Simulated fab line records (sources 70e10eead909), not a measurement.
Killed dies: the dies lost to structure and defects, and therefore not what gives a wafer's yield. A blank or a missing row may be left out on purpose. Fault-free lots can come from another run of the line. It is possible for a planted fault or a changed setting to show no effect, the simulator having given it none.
Which tool did it? :: flow nand_harc :: 12 lots, 36 wafers sampled, at 2 steps of a route of 1302

WHAT THE GAUGES READ, wafer by wafer
NHARC_P_M0_CD_MEAS_16.
lot: L076
measured: day 6 17:18
on: cd_sem-03
cd_nm (nm): 89.7 90.5 89.2

lot: L078
measured: day 7 18:35
on: cd_sem-02
cd_nm (nm): 89.8 90.5 89.4

lot: L079
measured: day 8 12:02
on: cd_sem-03
cd_nm (nm): 89.8 90.7 90.9

lot: L081
measured: day 9 01:47
on: cd_sem-02
cd_nm (nm): 90.2 89.6 90.2

lot: L083
measured: day 9 16:26
on: cd_sem-02
cd_nm (nm): 89.5 90.5 90.2

lot: L085
measured: day 10 15:41
on: cd_sem-02
cd_nm (nm): 89.5 90.9 90.6

lot: L087
measured: day 11 15:46
on: cd_sem-02
cd_nm (nm): 91.6 89.8 90.9

lot: L089
measured: day 12 10:44
on: cd_sem-01
cd_nm (nm): 89.7 90.3 89.6

lot: L091
measured: day 13 02:24
on: cd_sem-01
cd_nm (nm): 91.4 90.1 90.8

lot: L093
measured: day 14 02:25
on: cd_sem-02
cd_nm (nm): 89.6 89.1 90.6

lot: L095
measured: day 14 15:43
on: cd_sem-03
cd_nm (nm): 91.6 90.0 90.3

lot: L097
measured: day 15 19:41
on: cd_sem-02
cd_nm (nm): 90.4 89.3 89.6

TOOL THAT RAN EACH LOT (tool first, then ch and the chambers of the sampled wafers, then the start)
lot: L076
NHARC_P_GATE_ETCH_32: rie_si-02 ch 0,1,3, day 5 17:32

lot: L078
NHARC_P_GATE_ETCH_32: rie_si-02 ch 0,2,3, day 6 18:06

lot: L079
NHARC_P_GATE_ETCH_32: rie_si-02 ch 0,2,3, day 7 12:03

lot: L081
NHARC_P_GATE_ETCH_32: rie_si-01 ch 0,2,3, day 8 01:17

lot: L083
NHARC_P_GATE_ETCH_32: rie_si-02 ch 0,3, day 8 15:09

lot: L085
NHARC_P_GATE_ETCH_32: rie_si-06 ch 0,1,3, day 9 15:55

lot: L087
NHARC_P_GATE_ETCH_32: rie_si-02 ch 2,3, day 10 16:10

lot: L089
NHARC_P_GATE_ETCH_32: rie_si-06 ch 0,2, day 11 08:57

lot: L091
NHARC_P_GATE_ETCH_32: rie_si-06 ch 0,1,2, day 12 02:37

lot: L093
NHARC_P_GATE_ETCH_32: rie_si-02 ch 0,1,3, day 13 02:16

lot: L095
NHARC_P_GATE_ETCH_32: rie_si-06 ch 0,1, day 13 16:01

lot: L097
NHARC_P_GATE_ETCH_32: rie_si-06 ch 1,2, day 14 18:58
- NHARC_P_GATE_ETCH_32: etches the open film in HBr/Cl2, target depth 150 nm, time 100.1 s.

THE ANSWER, worked out from the rows above alone
Rule: usual is defined by the lots themselves. The widest of any qualifying gaps counts: lots, ordered by their means at a reading, are off when they make up no more than a third of the lots, leave a main group of 4 or more, and stand apart from it by 3 or more times the standard deviation of that group's means. If all means in a main group match to the digits the tables above print for the reading, that group is not used. Also off: a lot with no number at a reading for which 4 or more lots have one. The other lots that the step has rows for count as sound.
None of the lots is off at any reading shown; this tells nothing.

WHAT THE SIMULATOR HAD INSERTED
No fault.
